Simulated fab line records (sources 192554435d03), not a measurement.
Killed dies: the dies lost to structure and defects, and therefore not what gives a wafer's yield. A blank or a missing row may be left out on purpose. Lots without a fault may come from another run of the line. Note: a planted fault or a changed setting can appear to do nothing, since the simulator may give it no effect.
fab line records    flow n5-finfet
[record] lots = 7  wafers = 21  last-day = 18
route steps=1938 shown BEOL_M5@1135
lots that met no fault: from a run of the same line without faults
start-h: start of the lot's first displayed wafer, in hours after the record's first day    wait-h: hours from the lot's prior step to this one    " repeats the value in the row above    L1.1+2: several wafers, shown together as one row    - either no value or no given start    * or withheld: withheld    < > ~ a bound
route shown NAME@n: names a module that has steps shown in the file, with the first one's number in the route    usual: mean/standard deviation taken from wafers without a fault    same: alike in all rows    chamber/n: place in a boat    sites: the reading at each site    _std_site: the standard deviation of these    _edge_site: mean of outer sites minus mean of inner sites    radius-mm: how far each site lies from the wafer's centre    mask NAME#n: copy n    behind: the last tool/chamber to shape the wafer    hold: why the lot was held/for how many hours/how that ended    device: which transistor (n, p or np) failed to switch    end of line: tests of these same wafers at the route's end    a step without rows: its recipe alone    killed: at the first sort, the dies lost to defects and structure; wafer yield is something else    map: the dies of a wafer, with x for killed, . for not killed, _ for no die there
set.NAME: the setting the step ran with; set.NAME@STEP: the setting that earlier step ran with    model.NAME: the simulator's own value behind a step, which no gauge read
lots at selected steps of the route; one table per step, one row per wafer
services: the hour from which a tool's chamber was out of use, counted from the record's first day as start-h (under 0 if before that day), plus the number of hours and why
[[steps]]
[step N5_BEOL_M5_STRIP_64]
[recipe] chemistry = CF4  resist = SiARC  power-w = 300  bias-power-w = 75  pressure-mtorr = 50  cf4-flow-sccm = 150  rf-frequency-hz = 6e+07
[usual] drypump-motor-current-A = 5.8/0.54  oes-product-au = 0.79/0.099  rf-vpp-V = 271.4/1.5  showerhead-plenum-p-Torr = 1.80/0.051  throttle-valve-pct = 13.54/0.25
lot.wafer  tool         chamber  start-h  wait-h  drypump-motor-current-A  oes-product-au  rf-hours-counter-h  rf-vpp-V  showerhead-plenum-p-Torr  throttle-valve-pct
L118.2     rie-diel-02  1        169.53   0.0     6.3                      0.81            61                  271.5     1.83                      13.25
L118.3     "            3        "        "       6.2                      0.69            226                 273.7     1.85                      13.67
L118.5     "            2        "        "       5.9                      0.71            -                   269.0     1.69                      13.57
L120.1     rie-diel-02  1        192.29   0.0     6.3                      0.81            67                  270.2     1.83                      13.26
L120.2     "            0        "        "       5.2                      0.70            231                 272.0     1.84                      13.76
L120.4     "            2        "        "       5.9                      0.70            -                   268.7     1.69                      13.56
L119.1     rie-diel-05  2        203.80   0.0     6.6                      0.74            163                 272.3     1.78                      13.52
L119.2     "            0        "        "       6.6                      0.75            160                 267.3     1.71                      13.29
L119.3     "            3        "        "       5.8                      0.71            176                 272.1     1.84                      13.81
L121.4     rie-diel-03  3        210.15   0.0     4.8                      0.73            184                 271.7     1.83                      13.56
L121.5     "            0        "        "       5.9                      0.92            -                   271.1     1.75                      13.52
L121.6     "            1        "        "       5.3                      0.72            -                   270.0     1.80                      13.98
L122.1     rie-diel-03  1        220.52   0.0     5.3                      0.71            192                 268.6     1.79                      14.01
L122.3     "            3        "        "       4.8                      0.71            187                 272.4     1.83                      13.58
L122.6     "            3        "        "       4.8                      0.72            -                   271.7     1.83                      13.58
L139.1     rie-diel-02  1        321.52   0.0     6.3                      0.76            109                 270.7     1.82                      13.36
L139.2     "            3        "        "       6.2                      0.99            2                   272.9     1.84                      13.17
L139.4     "            0        "        "       5.2                      0.91            15                  270.9     1.83                      13.33
L140.2     rie-diel-05  1        322.01   0.0     5.3                      0.89            29                  273.0     1.82                      13.35
L140.5     "            0        "        "       6.6                      0.73            -                   268.6     1.71                      13.37
L140.6     "            3        "        "       5.8                      0.68            -                   272.1     1.83                      13.89
[step N5_BEOL_M5_HM_OPEN_17]
[recipe] chemistry = Cl2/BCl3  target-depth-a = 200  overetch-a = 60  target = TiN  mask-material = SOC  ion-energy-ev = 150  pressure-mtorr = 10  icp-w = 1000  bias-w = 126  Cl2_flow_sccm = 53.25  bcl3-flow-sccm = 21.75  Ar_flow_sccm = 25
[usual] bias-w = 125.9/0.33  drypump-motor-current-A = 5.7/0.35  oes-product-au = 0.67/0.085  throttle-valve-pct = 22.1/0.34
lot.wafer  tool          chamber  start-h  wait-h  bias-w  drypump-motor-current-A  oes-product-au  rf-hours-counter-h  throttle-valve-pct
L118.2     rie-metal-01  1        169.57   0.0     126.0   5.4                      0.50            135                 22.4
L118.3     "             1        "        "       126.3   5.4                      0.49            -                   22.4
L118.5     "             1        "        "       126.4   5.4                      0.50            -                   22.4
L120.1     rie-metal-02  1        192.33   0.0     125.6   5.4                      0.56            102                 22.2
L120.2     "             0        "        "       126.8   6.6                      0.75            19                  22.1
L120.4     "             0        "        "       125.8   6.6                      0.74            -                   22.1
L119.1     rie-metal-01  1        203.85   0.0     126.6   5.4                      0.85            1                   21.9
L119.2     "             0        "        "       126.4   5.8                      0.64            53                  21.6
L119.3     "             0        "        "       126.3   5.8                      0.65            -                   21.6
L121.4     rie-metal-01  0        210.22   0.1     125.2   5.8                      0.63            -                   21.6
L121.5     "             0        "        "       125.6   5.8                      0.64            -                   21.6
L121.6     "             1        "        "       125.9   5.4                      0.85            -                   21.9
L122.1     rie-metal-03  1        220.56   0.0     126.3   5.9                      0.67            38                  22.2
L122.3     "             0        "        "       125.7   5.5                      0.61            -                   22.7
L122.6     "             1        "        "       126.6   5.9                      0.67            -                   22.2
L139.1     rie-metal-03  1        321.56   0.0     126.3   5.9                      0.67            45                  22.2
L139.2     "             0        "        "       126.0   5.5                      0.60            66                  22.6
L139.4     "             1        "        "       126.0   5.9                      0.66            -                   22.2
L140.2     rie-metal-01  1        322.05   0.0     125.5   5.3                      0.78            11                  21.9
L140.5     "             1        "        "       125.5   5.4                      0.77            -                   21.9
L140.6     "             0        "        "       126.0   5.8                      0.62            -                   21.6
[step N5_BEOL_M5_STRIP_19]
[recipe] chemistry = O2  power-w = 400  temp-c = 40  pressure-mtorr = 30  rf-frequency-hz = 6e+07  bias-power-w = 0  overash-fraction = 0.2  o2-flow-sccm = 225
[usual] drypump-motor-current-A = 5.9/0.55  oes-product-au = 0.79/0.1  rf-vpp-V = 3.6/0.5  showerhead-plenum-p-Torr = 2.12/0.057  throttle-valve-pct = 16.65/0.24
lot.wafer  tool         chamber  start-h  wait-h  drypump-motor-current-A  oes-product-au  rf-hours-counter-h  rf-vpp-V  showerhead-plenum-p-Torr  throttle-valve-pct
L118.2     rie-diel-05  2        169.69   0.1     6.6                      0.75            153                 3.3       2.12                      16.78
L118.3     "            3        "        "       5.9                      0.71            166                 2.8       2.16                      16.85
L118.5     "            3        "        "       5.8                      0.72            -                   3.7       2.16                      16.85
L120.1     rie-diel-02  2        192.61   0.3     5.9                      0.70            242                 4.0       1.98                      16.66
L120.2     "            0        "        "       5.2                      0.70            231                 4.2       2.12                      16.57
L120.4     "            2        "        "       5.9                      0.70            -                   4.5       1.98                      16.64
L119.1     rie-diel-05  3        203.96   0.1     5.8                      0.71            176                 3.9       2.15                      16.87
L119.2     "            0        "        "       6.6                      0.76            160                 4.7       2.03                      16.48
L119.3     "            2        "        "       6.6                      0.75            163                 3.7       2.12                      16.80
L121.4     rie-diel-05  2        210.35   0.1     6.6                      0.74            -                   4.2       2.12                      16.81
L121.5     "            3        "        "       5.8                      0.70            -                   3.6       2.15                      16.86
L121.6     "            0        "        "       6.6                      0.75            -                   4.0       2.03                      16.48
L122.1     rie-diel-05  2        220.76   0.2     6.6                      0.75            170                 4.4       2.11                      16.82
L122.3     "            3        "        "       5.8                      0.70            182                 4.3       2.15                      16.89
L122.6     "            0        "        "       6.6                      0.74            -                   4.5       2.03                      16.49
L139.1     rie-diel-03  3        321.68   0.1     4.8                      0.70            218                 3.4       2.17                      16.84
L139.2     "            1        "        "       5.3                      0.71            220                 3.1       2.08                      17.16
L139.4     "            0        "        "       5.9                      0.88            56                  4.2       2.02                      16.64
L140.2     rie-diel-05  3        322.32   0.2     5.8                      0.68            211                 3.3       2.14                      16.91
L140.5     "            2        "        "       6.6                      0.72            -                   2.9       2.10                      16.85
L140.6     "            1        "        "       5.3                      0.92            -                   3.6       2.14                      16.55
[step N5_BEOL_M5_CD_MEAS_18]
[recipe] pitch-nm = 56  target-cd-nm = 28
[usual] cd-nm = 28.0/0.46
lot.wafer  tool       chamber  start-h  wait-h  cd-nm
L118.2     cd-sem-01  -        169.76   0.1     27.8
L118.3     "          -        "        "       28.6
L118.5     "          -        "        "       28.3
L120.1     cd-sem-01  -        192.68   0.0     27.2
L120.2     "          -        "        "       27.4
L120.4     "          -        "        "       28.4
L119.1     cd-sem-02  -        204.03   0.1     28.8
L119.2     "          -        "        "       28.3
L119.3     "          -        "        "       27.3
L121.4     cd-sem-03  -        210.40   0.0     27.7
L121.5     "          -        "        "       27.8
L121.6     "          -        "        "       27.8
L122.1     cd-sem-01  -        220.83   0.0     27.7
L122.3     "          -        "        "       27.9
L122.6     "          -        "        "       28.1
L139.1     cd-sem-02  -        321.75   0.0     27.3
L139.2     "          -        "        "       27.6
L139.4     "          -        "        "       28.0
L140.2     cd-sem-03  -        322.40   0.1     27.9
L140.5     "          -        "        "       28.2
L140.6     "          -        "        "       27.5
[step N5_BEOL_M5_COAT_65]
[recipe] resist = SOC  temp-c = 250  time-s = 60  spin-rpm = 1500  resist-thk-nm = 60
[step N5_BEOL_M5_COAT_66]
[recipe] resist = SiARC  temp-c = 220  time-s = 60  spin-rpm = 1500  resist-thk-nm = 12
[step N5_BEOL_M5_COAT_74]
[recipe] resist = underlayer  temp-c = 205  time-s = 60  spin-rpm = 1500  resist-thk-nm = 5
[step N5_BEOL_M5_COAT_22]
[recipe] resist = CAR-EUV  spin-rpm = 1500  resist-thk-nm = 30
[step N5_BEOL_M5_EBR_24]
[recipe] solvent = PGMEA  ebr-width-mm = 1.5
[step N5_BEOL_M5_SOFTBAKE_23]
[recipe] temp-c = 110  time-s = 60  resist = CAR-EUV
[step N5_BEOL_M5_EXPOSE_25]
[recipe] mask-id = V4  na = 0.33  source-shape = quasar  sigma-inner = 0.2  sigma-outer = 0.6  polarization = unpolarized  defocus-nm = 10  dose-mj = 52.75
[step N5_BEOL_M5_PEB_26]
[recipe] peb-temp-c = 100  peb-time-s = 60  resist = CAR-EUV
[step N5_BEOL_M5_DEVELOP_27]
[recipe] develop-time-s = 30  developer = TMAH  resist = CAR-EUV  rinse-liquid = surfactant-rinse  dry = air-spin  dev-temp-c = 23
[usual] chill-plate-temp-C = 23.02/0.1  develop-time-s = 30/0
lot.wafer  tool            chamber  start-h  wait-h  chill-plate-temp-C  develop-time-s  model.CAR-EUV_of_BEOL_M5_COAT_22.thk-nm
L118.2     litho-track-03  0        176.94   -       23.13               30              29.6
L118.3     "               0        "        "       23.25               30              29.6
L118.5     "               0        "        "       23.13               30              29.6
L120.1     litho-track-04  0        193.33   -       22.85               30              29.4
L120.2     "               0        "        "       23.02               30              29.4
L120.4     "               0        "        "       23.07               30              29.6
L119.1     litho-track-04  -        204.85   -       -                   -               30
L119.2     "               -        "        "       -                   -               30
L119.3     "               -        "        "       -                   -               30
L121.4     litho-track-04  -        211.96   -       -                   -               30.2
L121.5     "               -        "        "       -                   -               30.2
L121.6     "               -        "        "       -                   -               30.2
L122.1     litho-track-04  -        222.93   -       -                   -               30.2
L122.3     "               -        "        "       -                   -               30.2
L122.6     "               -        "        "       -                   -               30.2
L140.2     litho-track-03  0        322.77   -       22.91               30              29.6
L140.5     "               0        "        "       23.11               30              29.6
L140.6     "               0        "        "       23.05               30              29.6
L139.1     litho-track-05  0        322.95   -       23.11               30              29.4
L139.2     "               0        "        "       22.96               30              29.6
L139.4     "               0        "        "       23.09               30              29.4
[step N5_BEOL_M5_CD_MEAS_28]
[recipe] target-cd-nm = 30.6  landing-energy-ev = 500  detector = se-inlens  target-cd-y-nm = 20  polarity = opening
[usual] cd-nm = 30.60/0.22
lot.wafer  tool       chamber  start-h  wait-h  cd-nm
L118.2     cd-sem-01  0        177.00   -       30.29
L118.3     "          0        "        "       30.19
L118.5     "          0        "        "       30.51
L120.1     cd-sem-02  0        193.39   -       30.29
L120.2     "          0        "        "       30.71
L120.4     "          0        "        "       30.70
L119.1     cd-sem-01  0        204.91   -       -
L119.2     "          0        "        "       -
L119.3     "          0        "        "       -
L121.4     cd-sem-01  0        212.02   -       -
L121.5     "          0        "        "       -
L121.6     "          0        "        "       -
L122.1     cd-sem-02  0        222.99   -       -
L122.3     "          0        "        "       -
L122.6     "          0        "        "       -
L140.2     cd-sem-03  0        322.83   -       30.63
L140.5     "          0        "        "       30.88
L140.6     "          0        "        "       30.70
L139.1     cd-sem-02  0        323.00   -       30.53
L139.2     "          0        "        "       30.74
L139.4     "          0        "        "       30.50
[[services]]
tool            chamber  start-h  hours  kind
rie-diel-02     -        145.77   0.3    repair
rie-metal-03    0        152.94   18.0   repair
rie-metal-02    -        155.30   1.4    pm
rie-metal-01    1        172.92   -      clean
rie-metal-01    1        172.92   21.5   scheduled-down
rie-metal-01    1        172.92   21.5   vent-cycle
rie-diel-05     1        196.49   -      clean
rie-diel-05     1        196.49   -      consumable-replace:focus-ring
rie-diel-05     1        196.49   20.2   scheduled-down
rie-diel-05     1        196.49   20.2   vent-cycle
rie-diel-02     2        214.60   -      clean
rie-diel-02     2        214.60   -      consumable-replace:focus-ring
rie-diel-02     2        214.60   -      consumable-replace:showerhead
rie-diel-02     2        214.60   22.7   scheduled-down
rie-diel-02     2        214.60   22.7   vent-cycle
rie-metal-01    -        226.93   6.8    repair
rie-diel-02     0        254.63   -      clean
rie-diel-02     0        254.63   -      consumable-replace:focus-ring
rie-diel-02     0        254.63   32.4   scheduled-down
rie-diel-02     0        254.63   32.4   vent-cycle
litho-track-04  -        276.01   -      consumable-replace:filter
rie-diel-02     3        287.04   -      clean
rie-diel-03     1        298.81   7.3    repair
rie-diel-02     1        322.00   2.0    repair
[[key]]
[first-sign] step = N5_BEOL_M5_DEVELOP_27  reading = tool-record  direction = missing
effect none on later readings
[model-effect] step = N5_BEOL_M5_DEVELOP_27  value = CAR-EUV_of_BEOL_M5_COAT_22.thk-nm  without = 29.64  struck = 30.13
met-at N5_BEOL_M5_DEVELOP_27
struck-wafers L119.1,L119.2,L119.3,L121.4,L121.5,L121.6,L122.1,L122.3,L122.6
rows-end L122.3,L122.6
later-rows-left-out L119.1,L119.2,L119.3,L121.4,L121.5,L121.6,L122.1
sort-left-out L119.1,L119.2,L119.3,L121.4,L121.5,L121.6,L122.1
onset-between 193.33 204.85
[fault] kind = skipped-step-whole  tool = litho-track-04  chamber = -  onset-h = 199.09  steps = N5_BEOL_M5_DEVELOP_27  scope = struck-lots-only
// sort-left-out: the simulated sort isn't trusted on such a fault, so these wafers' sort isn't shown, and their yield isn't known
// later-rows-left-out: the simulator's readings of these wafers behind a module that went badly wrong aren't trusted and aren't shown, but for the sort
// rows-end: these wafers met a further fault down the route, and their rows from its step on are left out
